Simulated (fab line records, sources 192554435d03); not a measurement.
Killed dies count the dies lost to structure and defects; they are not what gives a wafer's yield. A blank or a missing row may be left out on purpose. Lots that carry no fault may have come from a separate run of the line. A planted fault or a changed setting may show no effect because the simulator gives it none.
A lot that was struck, set against a sound lot / flow n5 finfet / 35 steps out of a route of 1938
Sound: the wafers L808.3, L808.5, L808.6. Struck: wafers L817.2, L817.6. (L817.5 of the same lot was not struck and is left out.) The cause comes at the end.
At each step with rows: each side's tool, then ch and its chambers, then its first start. Under that, the readings that differ: sound wafers / struck wafers / difference of the means / sigmas: that difference in standard deviations of wafers without a fault.
alike: same words and numbers on both sides, and readings whose means sit less than 2 such deviations apart. not compared: any withheld reading, any reading some wafer has no value for, any bound like >300 that may hide the same value, and any number with overlapping values for which the record gives no deviation.
A row with sigmas, a row that says differs or no value, or rows on one side alone: a step with any of these is where the two part. Numbers that don't overlap but have no deviation are shown without sigmas and don't part them. A reading missing from all wafers of one side parts the sides only when that side holds two or more wafers.

first, 9 steps without rows for these wafers: N5_MOL_CONTACT_COAG_DEVELOP_39 (develop time 30 s); N5_MOL_CONTACT_COAG_DESCUM_45 (chemistry O2, time 7 s); N5_MOL_CONTACT_COAG_ETCH_65 (etches underlayer in N2/H2, target depth 13 nm, time 10.4 s); N5_MOL_CONTACT_COAG_ETCH_66 (etches SiARC in CF4, target depth 13 nm, time 21.7 s); N5_MOL_CONTACT_COAG_ALD_133 (deposits SiO2, target thk 5 nm, pulse time 1 s, co reactant pulse time 1 s); N5_MOL_CONTACT_COAG_ETCHBACK_134 (etches SiO2 in CHF3, target depth 10 nm, time 6.7 s); N5_MOL_CONTACT_COAG_ETCH_67 (etches SOC in N2/H2, target depth 60 nm, overetch 21 nm, time 101.2 s); N5_MOL_CONTACT_COAG_STRIP_68 (strips in N2/H2); N5_MOL_CONTACT_COAG_STRIP_69 (strips in N2/H2).
N5_MOL_CONTACT_COAG_ETCHBACK_136: etches SiO2 in CHF3, target depth 25 nm, time 16.7 s.
  sound on rie diel-03 ch 0,1,3, day 6 14:17; struck on rie diel-03 ch 2, day 8 10:23
reading=showerhead plenum p Torr (Torr); sound=2.28 2.35 2.50; struck=2.19 2.19; difference=-0.19; sigmas=-2
  alike: bias w, chamber pressure mTorr, drypump motor current A, oes_ar_750_au, oes product au, rf vpp V, throttle valve pct
  not compared: rf hours counter h
then, 24 steps without rows for these wafers: N5_MOL_CONTACT_COAG_STRIP_120 (strips in CHF3); N5_MOL_CONTACT_COAG_VIA_ETCH_117 (etches SiO2 in C4F6/O2, target depth 40 nm, overetch 8 nm, time 26 s); N5_MOL_CONTACT_COAG_ETCH_124 (etches SiNx in CH3F/O2, stops on SiOC, target depth 6.5 nm); N5_MOL_CONTACT_COAG_ETCH_48 (etches SiOC in C4F6/O2, target depth 15 nm, overetch 4.5 nm, time 17 s); N5_MOL_CONTACT_COAG_STRIP_72 (strips in N2/H2); N5_MOL_CONTACT_COAG_STRIP_49 (strips in N2/H2, time 30 s); N5_MOL_CONTACT_COAG_PRECLEAN_138 (cleans in alkaline clean, time 60 s); N5_MOL_CONTACT_COAG_SRD_139 (time 30 s); N5_MOL_CONTACT_COAG_PRE_CLEAN_121; N5_MOL_CONTACT_COAG_CVD_140 (deposits W, target thk 66.5 nm, time 215 s); N5_MOL_CONTACT_COAG_PRECLEAN_127 (cleans in DIW, time 57.5 s); N5_MOL_CONTACT_COAG_SRD_128 (dry time 32 s); N5_MOL_CONTACT_COAG_CMP_52 (polishes, stops on SiO2, t overpolish 1.5 s, target thk 66.5 nm); N5_MOL_CONTACT_COAG_ANNEAL_112 (time 1800 s); N5_BEOL_M0_SAQP_PECVD_00 (deposits SiCN from 3MS/NH3, target thk 8 nm, time 14 s); N5_BEOL_M0_SAQP_ILD_DEP_01 (deposits SiOC from DEMS/O2, target thk 45.419 nm, time 8.7 s); N5_BEOL_M0_SAQP_HM_DEP_02 (deposits TiN, target thk 12 nm); N5_BEOL_M0_SAQP_PECVD_03 (deposits SiCN from 3MS/NH3, target thk 12 nm, time 21.1 s); N5_BEOL_M0_SAQP_PECVD_96 (deposits a-Si from SiH4/He, target thk 45 nm, time 45.2 s); N5_BEOL_M0_SAQP_PECVD_97 (deposits SiNx from SiH4/NH3/N2, target thk 23 nm, time 19.9 s); N5_BEOL_M0_SAQP_PECVD_04 (deposits a-Si from SiH4/He, target thk 60 nm, time 60.2 s); N5_BEOL_M0_SAQP_HM_DEP_111 (deposits SiO2 from SiH4/N2O, target thk 12 nm, time 7.2 s); N5_BEOL_M0_SAQP_COAT_81 (time 60 s, resist thk 100 nm); N5_BEOL_M0_SAQP_COAT_82 (time 60 s, resist thk 30 nm).
-- the record jumps here: 8 days lie between the struck wafers' starts before and after (it left off in module BEOL_M0_SAQP and takes up again in module PASSIVATION, whose first step shown is number 1936 of the route) --
N5_PASSIVATION_PROBE_49:
  record: rows for the struck wafers here (prober-02, day 16 00:30), none for the sound ones

== WHERE THEY PART ==
At N5_MOL_CONTACT_COAG_ETCHBACK_136 first; at N5_PASSIVATION_PROBE_49 last (within this record only).

WHY: whatever the simulator had introduced
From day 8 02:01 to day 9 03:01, rie diel-03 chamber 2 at N5_MOL_CONTACT_COAG_ETCHBACK_136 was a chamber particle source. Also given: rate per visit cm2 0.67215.
